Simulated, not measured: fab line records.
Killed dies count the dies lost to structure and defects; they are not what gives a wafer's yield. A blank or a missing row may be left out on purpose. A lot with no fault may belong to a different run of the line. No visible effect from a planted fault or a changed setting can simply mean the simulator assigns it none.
Chamber matching || flow nand harc || NHARC_P_M2_CMP_23 on cmp-02: 4 sister chambers
The step polishes, t overpolish 20 s, target thk 144.3 nm. 8 wafers are shown with their chamber, then 6 later ones without.

== EACH WAFER AND ITS CHAMBER ==
{"wafer": "L535.5", "chamber": 1, "motor current A (A)": 12.0, "time to endpoint s (s)": 28.5}
{"wafer": "L538.1", "chamber": 2, "motor current A (A)": 12.9, "time to endpoint s (s)": 35.3}
{"wafer": "L538.2", "chamber": 1, "motor current A (A)": 12.9, "time to endpoint s (s)": 34.7}
{"wafer": "L551.3", "chamber": 0, "motor current A (A)": 11.0, "time to endpoint s (s)": 30.3}
{"wafer": "L551.6", "chamber": 3, "motor current A (A)": 12.0, "time to endpoint s (s)": 28.9}
{"wafer": "L554.2", "chamber": 2, "motor current A (A)": 13.2, "time to endpoint s (s)": 29.1}
{"wafer": "L554.5", "chamber": 0, "motor current A (A)": 11.7, "time to endpoint s (s)": 29.8}
{"wafer": "L554.6", "chamber": 3, "motor current A (A)": 11.4, "time to endpoint s (s)": 26.3}

== WAFERS WITH NO CHAMBER GIVEN ==
{"wafer": "L557.1", "motor current A (A)": 13.2, "time to endpoint s (s)": 29.2}
{"wafer": "L557.2", "motor current A (A)": 12.2, "time to endpoint s (s)": 29.1}
{"wafer": "L557.3", "motor current A (A)": 12.8, "time to endpoint s (s)": 29.8}
{"wafer": "L558.2", "motor current A (A)": 12.7, "time to endpoint s (s)": 29.1}
{"wafer": "L558.4", "motor current A (A)": 11.2, "time to endpoint s (s)": 27.4}
{"wafer": "L558.6", "motor current A (A)": 11.7, "time to endpoint s (s)": 29.2}

== CHAMBER TAKEN BY EACH ==
{"wafer": "L557.1", "from the rows above": "can't be placed: 2 or 1", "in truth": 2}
{"wafer": "L557.2", "from the rows above": "can't be placed: 1 or 3 or 0 or 2", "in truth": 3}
{"wafer": "L557.3", "from the rows above": "can't be placed: 2 or 1 or 3", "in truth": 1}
{"wafer": "L558.2", "from the rows above": "can't be placed: 1 or 2 or 3 or 0", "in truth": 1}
{"wafer": "L558.4", "from the rows above": "can't be placed: 0 or 3", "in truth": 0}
{"wafer": "L558.6", "from the rows above": "can't be placed: 3 or 0 or 1", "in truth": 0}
Correctly placed: 0 of 6. Not placeable from these rows: 6 (in 6, the candidates include the true chamber). 0 placed wrongly.
How it was worked out, from the rows above alone: a wafer's distance from a chamber is the root of the sum, over the readings, of the square of ((its reading less the chamber's mean) divided by the reading's scatter). The wafer belongs to the nearest chamber; if the next one is less than 2 further off, it can't be placed. The mean given for a chamber averages the wafers shown for that chamber. How the scatter is found: for the shown wafers, subtract from each reading the mean of its chamber, square and add these, divide the total by (wafers less chambers), then take the root.
